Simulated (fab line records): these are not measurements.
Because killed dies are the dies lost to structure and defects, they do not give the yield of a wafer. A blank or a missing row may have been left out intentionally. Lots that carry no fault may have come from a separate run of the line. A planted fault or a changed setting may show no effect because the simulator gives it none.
fab line records    flow nand-harc    part 2 of 2: steps 23 to 36 of 36
record: lots: 5  wafers: 15  last-day: 32
route steps=1302 shown A_SIN_REMOVE@951 A_WL_FILL@952 A_CONTACT@983
lots that met no fault: from a run of the same line without faults
start-h: start of the lot's first displayed wafer, in hours after the record's first day    wait-h: hours elapsed since this lot's preceding step    " same as the row above    L1.1+2: a single row standing in for several wafers    - value missing, or start not given    * or withheld: withheld    < > ~ a bound
route shown NAME@n: a module of which the file shows steps, and the number in the route of the first    usual: the fault-free wafers' mean and standard deviation    same: alike in all rows    chamber/n: place in a boat    sites: per-site readings    _std_site: standard deviation of those values    _edge_site: inner sites' mean taken away from outer sites' mean    radius-mm: for every site, how far away it sits from the centre of the wafer    mask NAME#n: copy n    behind: the tool/chamber that last shaped the wafer    hold: cause of the lot's hold/its duration in hours/its outcome    device: which transistor (n, p or np) failed to switch    end of line: the tests these same wafers got at the end of their route    where a step has no rows: the recipe by itself    killed: dies lost to structure and defects at the first sort, not the wafer's yield    map: a wafer's dies, marking killed ones x, the rest . and places with no die _
set.NAME: the setting the step ran with; set.NAME@STEP: the setting that earlier step ran with    model.NAME: the simulator's own value behind a step, which no gauge read
lots at selected steps of the route; one table per step, one row per wafer
services: from which hour (start-h, from the record's first day; less than 0 if before it) a tool's chamber was out of use, for how many hours, and why
== steps ==
step: NHARC_A_WL_FILL_ALD_19
recipe: target-thk-a: 20  pulse-time-s: 3  ald-cycles: 100  temp-c: 450  material: TiN
usual: heater-power-w: 1096/96  precursor-pulse-height-rel: 1.000/0.022
lot.wafer  tool          chamber  start-h  wait-h  heater-power-w  precursor-pulse-height-rel
L079.1     ald-metal-04  0        512.58   0.1     1004            0.969
L079.4     "             1        "        "       1007            1.039
L079.5     "             0        "        "       1033            1.027
L080.4     ald-metal-02  1        520.68   0.1     1116            1.005
L080.2     "             0        "        "       1137            1.035
L080.6     "             2        "        "       1330            0.997
L085.2     ald-metal-04  0        566.46   0.1     1056            0.977
L085.4     "             3        "        "       1114            1.005
L085.5     "             1        "        "       1015            0.960
L096.3     ald-metal-01  3        676.47   0.1     992             1.055
L096.6     "             1        "        "       1165            0.987
L096.5     "             2        "        "       1077            1.005
L097.4     ald-metal-02  3        685.18   0.1     976             1.006
L097.6     "             2        "        "       1319            0.994
L097.5     "             3        "        "       980             0.990
step: NHARC_A_WL_FILL_CVD_20
recipe: target-thk-a: 1000  temp-c: 400  pressure-torr: 40  wf6-flow-sccm: 40  h2-flow-sccm: 1600  ar-flow-sccm: 1560  time-s: 74  material: W
usual: heater-power-w: 786/29  mfc-ar-sccm: 1559/4.9  throttle-valve-pct: 7.91/0.28
lot.wafer  tool      chamber  start-h  wait-h  heater-power-w  mfc-ar-sccm  throttle-valve-pct
L079.1     cvd-w-02  1        -        -       755             1550         8.19
L079.4     "         1        "        "       751             1552         8.30
L079.5     "         0        "        "       755             1564         8.16
L080.2     cvd-w-02  1        -        -       784             1565         7.90
L080.4     "         0        "        "       744             1554         8.46
L080.6     "         0        "        "       769             1547         7.93
L085.2     cvd-w-02  0        -        -       766             1562         8.57
L085.4     "         1        "        "       768             1554         8.15
L085.5     "         0        "        "       747             1550         8.39
L096.3     cvd-w-01  1        -        -       812             1563         7.52
L096.6     "         0        "        "       782             1566         7.51
L096.5     "         1        "        "       839             1554         7.60
L097.4     cvd-w-01  0        -        -       762             1556         7.78
L097.6     "         1        "        "       833             1556         7.65
L097.5     "         0        "        "       799             1567         7.84
step: NHARC_A_WL_FILL_CMP_12
recipe: t-overpolish-s: 30  target-thk-nm: 100
usual: motor-current-A: 11.6/0.92  overpolish-run-s: 29.998/0.0087  time-to-endpoint-s: 20.1/2.3
lot.wafer  tool    chamber  start-h  wait-h  motor-current-A  overpolish-run-s  time-to-endpoint-s
L079.4     cmp-03  2        512.99   0.1     12.5             29.994            16.7
L079.1     "       3        "        "       11.9             30.002            16.0
L079.5     "       2        "        "       12.5             29.997            18.0
L080.4     cmp-03  3        521.06   0.1     12.3             29.988            19.7
L080.2     "       2        "        "       12.7             29.994            21.2
L080.6     "       3        "        "       11.5             30.003            19.2
L085.2     cmp-03  1        566.84   0.2     12.1             29.988            21.1
L085.4     "       0        "        "       11.5             30.005            21.4
L085.5     "       1        "        "       11.7             29.994            21.4
L096.3     cmp-02  2        676.82   0.1     11.4             30.006            17.9
L096.6     "       2        "        "       11.9             30.003            19.6
L096.5     "       3        "        "       11.0             29.999            15.1
L097.4     cmp-01  3        685.59   0.1     14.4             29.979            26.3
L097.5     "       1        "        "       11.0             30.007            20.8
L097.6     "       2        "        "       10.5             30.001            21.9
step: NHARC_A_WL_FILL_SRD_31
lot.wafer   tool          chamber  start-h  wait-h
L079.4+1+5  wet-bench-07  6,7,1    513.29   0.0
L080.2+6+4  wet-bench-07  1,3,4    521.39   0.0
L085.4+2+5  wet-bench-09  0,1,4    567.17   0.0
L096.6+5+3  wet-bench-07  2,4,5    677.15   0.0
L097.4+5+6  wet-bench-04  3,4,6    685.86   0.0
step: NHARC_A_WL_FILL_INSPECT_15
usual: raw-defect-count: 479/130
lot.wafer  tool               chamber  start-h  wait-h  raw-defect-count
L079.1     defect-inspect-01  -        513.43   0.0     323
L079.4     "                  -        "        "       394
L079.5     "                  -        "        "       362
L080.2     defect-inspect-02  -        521.55   0.0     493
L080.4     "                  -        "        "       387
L080.6     "                  -        "        "       397
L085.2     defect-inspect-01  -        567.31   0.0     332
L085.4     "                  -        "        "       575
L085.5     "                  -        "        "       412
L096.3     defect-inspect-02  -        677.29   0.0     369
L096.5     "                  -        "        "       567
L096.6     "                  -        "        "       707
L097.4     defect-inspect-01  -        686.03   0.0     814
L097.5     "                  -        "        "       826
L097.6     "                  -        "        "       615
step: NHARC_A_CONTACT_DEP_24
recipe: target-thk-a: 5000  temp-c: 400  pressure-torr: 6.5  rf-w: 900  teos-flow-sccm: 161.4  flow-sccm: 2650  target-thk-nm: 500  gas: O2  material: SiO2
usual: heater-power-w: 539/71  throttle-valve-pct: 15.7/0.34
lot.wafer  tool      chamber  start-h  wait-h  heater-power-w  throttle-valve-pct
L079.1     pecvd-01  2        513.63   0.2     550             15.7
L079.5     "         1        "        "       555             15.4
L079.4     "         2        "        "       563             15.8
L080.2     pecvd-04  2        521.61   0.1     545             15.9
L080.6     "         2        "        "       547             16.0
L080.4     "         1        "        "       378             16.6
L085.2     pecvd-01  0        567.50   0.2     621             15.8
L085.5     "         1        "        "       605             15.8
L085.4     "         2        "        "       597             15.6
L096.3     pecvd-03  0        677.36   0.1     569             15.4
L096.5     "         0        "        "       616             15.3
L096.6     "         1        "        "       505             16.2
L097.4     pecvd-04  2        686.28   0.2     476             15.9
L097.6     "         0        "        "       623             15.9
L097.5     "         1        "        "       320             16.2
step: NHARC_A_CONTACT_DEP_28
recipe: target-thk-a: 70000  temp-c: 400  material: aC
usual: throttle-valve-pct: 34.999/0.0092
lot.wafer  tool        chamber  start-h  wait-h  throttle-valve-pct
L079.1     acl-dep-01  0        514.11   0.1     35.001
L079.4     "           0        516.21   2.2     35.007
L079.5     "           0        "        "       34.998
L080.2     acl-dep-01  0        522.92   0.8     34.992
L080.4     "           0        524.33   2.2     34.989
L080.6     "           0        525.74   3.6     34.998
L085.2     acl-dep-02  0        571.73   3.8     35.004
L085.4     "           0        573.14   5.2     34.996
L085.5     "           0        "        "       35.020
L096.3     acl-dep-02  0        679.37   1.5     34.993
L096.5     "           0        680.78   2.9     34.998
L096.6     "           0        "        "       34.996
L097.4     acl-dep-02  0        691.89   5.2     35.005
L097.5     "           0        "        "       35.011
L097.6     "           0        "        "       34.988
step: NHARC_A_CONTACT_DEP_29
recipe: target-thk-a: 1000  target-thk-nm: 100  temp-c: 400  pressure-torr: 3.5  flow-sccm: 200  rf-w: 350  material: SiON
usual: heater-power-w: 743/66
lot.wafer  tool      chamber  start-h  wait-h  heater-power-w
L079.1     pecvd-04  1        518.37   3.6     640
L079.4     "         0        "        "       703
L079.5     "         1        "        "       640
L080.2     pecvd-01  0        526.50   2.9     798
L080.4     "         2        "        "       674
L080.6     "         1        "        "       742
L085.2     pecvd-03  2        575.33   2.9     705
L085.5     "         1        "        "       730
L085.4     "         2        "        "       742
L096.3     pecvd-01  0        682.24   2.2     822
L096.5     "         0        "        "       846
L096.6     "         1        "        "       795
L097.5     pecvd-01  1        694.12   0.8     787
L097.4     "         2        "        "       702
L097.6     "         0        "        "       823
step: NHARC_A_CONTACT_DEHYDRATE_32
recipe: temp-c: 150  time-s: 120
lot.wafer   tool            chamber  start-h  wait-h
L079.1+4+5  litho-track-06  0        518.61   0.2
L080.2+4+6  litho-track-01  0        526.74   0.2
L085.2+4+5  litho-track-06  0        575.55   0.2
L096.3+5+6  litho-track-04  0        682.48   0.2
L097.4+5+6  litho-track-04  0        694.31   0.1
step: NHARC_A_CONTACT_HMDS_33
recipe: time-s: 30
lot.wafer   tool            chamber  start-h  wait-h
L079.1+4+5  litho-track-06  0        -        -
L080.2+4+6  litho-track-01  0        -        -
L085.2+4+5  litho-track-06  0        -        -
L096.3+5+6  litho-track-04  0        -        -
L097.4+5+6  litho-track-04  0        -        -
step: NHARC_A_CONTACT_COAT_34
recipe: temp-c: 260  time-s: 75
lot.wafer   tool            chamber  start-h  wait-h
L079.1+4+5  litho-track-06  0        -        -
L080.2+4+6  litho-track-01  0        -        -
L085.2+4+5  litho-track-06  0        -        -
L096.3+5+6  litho-track-04  0        -        -
L097.4+5+6  litho-track-04  0        -        -
step: NHARC_A_CONTACT_COAT_35
recipe: temp-c: 225  time-s: 65
lot.wafer   tool            chamber  start-h  wait-h
L079.1+4+5  litho-track-06  0        -        -
L080.2+4+6  litho-track-01  0        -        -
L085.2+4+5  litho-track-06  0        -        -
L096.3+5+6  litho-track-04  0        -        -
L097.4+5+6  litho-track-04  0        -        -
step: NHARC_A_CONTACT_COAT_36
recipe: spin-rpm: 1500  resist-thk-nm: 90
usual: dispense-pressure-kPa: 49.6/2.9
lot.wafer  tool            chamber  start-h  wait-h  dispense-pressure-kPa
L079.1     litho-track-06  0        -        -       54.5
L079.4     "               0        "        "       54.6
L079.5     "               0        "        "       54.5
L080.2     litho-track-01  0        -        -       48.0
L080.4     "               0        "        "       48.0
L080.6     "               0        "        "       48.0
L085.2     litho-track-06  0        -        -       54.6
L085.4     "               0        "        "       54.6
L085.5     "               0        "        "       54.6
L096.3     litho-track-04  0        -        -       47.8
L096.5     "               0        "        "       47.9
L096.6     "               0        "        "       47.9
L097.4     litho-track-04  0        -        -       47.9
L097.5     "               0        "        "       47.8
L097.6     "               0        "        "       47.9
step: NHARC_A_CONTACT_SOFTBAKE_37
recipe: temp-c: 105  time-s: 55
lot.wafer   tool            chamber  start-h  wait-h
L079.1+4+5  litho-track-06  0        -        -
L080.2+4+6  litho-track-01  0        -        -
L085.2+4+5  litho-track-06  0        -        -
L096.3+5+6  litho-track-04  0        -        -
L097.4+5+6  litho-track-04  0        -        -
== services ==
tool            chamber  start-h  hours  kind
litho-track-01  -        481.00   7.0    pm
wet-bench-07    -        488.00   8.0    pm
rie-diel-13     -        495.24   9.0    pm
wet-bench-09    -        504.80   8.0    pm
litho-track-06  -        505.00   7.0    pm
pecvd-01        1        513.91   4.2    repair
cvd-w-01        -        523.00   13.0   pm
litho-track-04  -        529.00   7.0    pm
pecvd-01        1        539.24   6.0    repair
wet-bench-04    -        555.20   8.0    pm
rie-metal-02    0        556.28   17.0   repair
ald-metal-02    -        556.43   0.4    repair
ald-metal-02    -        586.05   10.0   pm
cvd-w-02        1        598.43   4.4    repair
cvd-w-02        -        607.00   13.0   pm
rie-metal-02    -        607.00   9.0    pm
cvd-w-01        1        610.17   2.7    repair
rie-diel-13     3        615.02   5.6    repair
rie-metal-02    -        627.59   4.5    repair
litho-track-01  -        656.00   7.0    pm
wet-bench-07    -        664.00   8.0    pm
rie-diel-13     -        672.24   9.0    pm
litho-track-06  -        680.00   7.0    pm
wet-bench-09    -        680.80   8.0    pm
